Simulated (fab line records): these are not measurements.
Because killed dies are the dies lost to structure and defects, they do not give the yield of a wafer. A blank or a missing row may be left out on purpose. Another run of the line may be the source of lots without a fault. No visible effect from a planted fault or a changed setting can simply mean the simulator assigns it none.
Which tool was responsible? / flow n5-finfet / 12 lots, 36 wafers sampled, at 1 step of a route of 1938

WHAT THE GAUGES READ, wafer by wafer
N5_BEOL_M6_OCD_MEAS_38.
lot=L222; measured=day 8 14:42; on=ocd-01; trench-depth-nm (nm)=94.7 93.0 96.8
lot=L225; measured=day 9 09:23; on=ocd-01; trench-depth-nm (nm)=93.2 94.5 95.2
lot=L226; measured=day 9 14:18; on=ocd-01; trench-depth-nm (nm)=94.9 93.5 95.0
lot=L229; measured=day 10 10:22; on=ocd-02; trench-depth-nm (nm)=94.9 96.9 93.7
lot=L228; measured=day 10 11:17; on=ocd-01; trench-depth-nm (nm)=93.6 94.4 95.2
lot=L231; measured=day 11 09:56; on=ocd-01; trench-depth-nm (nm)=93.3 96.2 92.7
lot=L238; measured=day 12 17:20; on=ocd-01; trench-depth-nm (nm)=90.6 94.6 91.5
lot=L239; measured=day 13 02:28; on=ocd-02; trench-depth-nm (nm)=93.6 95.2 93.0
lot=L241; measured=day 13 14:20; on=ocd-02; trench-depth-nm (nm)=95.0 94.0 92.7
lot=L240; measured=day 13 17:05; on=ocd-02; trench-depth-nm (nm)=93.5 95.0 92.9
lot=L245; measured=day 14 03:54; on=ocd-02; trench-depth-nm (nm)=94.4 91.5 92.1
lot=L242; measured=day 14 04:17; on=ocd-01; trench-depth-nm (nm)=96.3 94.1 91.4

WHICH TOOL RAN EACH LOT (tool, then ch and the chambers of the sampled wafers, then the start)
There is no process step in the record ahead of these readings.

AS READ BY THE TOOLS THEMSELVES (means over the sampled wafers that have a number; for cases with no such wafer, the mark the record gives instead)
The record holds no such reading with a usual standard deviation.

THE ANSWER, worked out from the rows above alone
Rule: what is usual is taken from the lots themselves. The widest of any qualifying gaps counts: lots, ordered by their means at a reading, are off when they make up no more than a third of the lots, leave a main group of 4 or more, and stand apart from it by 3 or more times the standard deviation of that group's means. A main group whose means are all the same, to the digits that the tables above print for the reading, isn't used. A lot without any number at a reading at which 4 lots or more have one is off too. Where the step has rows for the other lots, those lots are counted as sound. First the gauges in route order, then the tools' own readings, where a lot's mean is used as printed above. The first step at which some lot is off is used, and at that step the reading that is off furthest; a lot without a number counts as furthest.
Across all readings shown, no lot is off: no conclusion can be drawn from this.

WHAT WAS PUT IN BY THE SIMULATOR
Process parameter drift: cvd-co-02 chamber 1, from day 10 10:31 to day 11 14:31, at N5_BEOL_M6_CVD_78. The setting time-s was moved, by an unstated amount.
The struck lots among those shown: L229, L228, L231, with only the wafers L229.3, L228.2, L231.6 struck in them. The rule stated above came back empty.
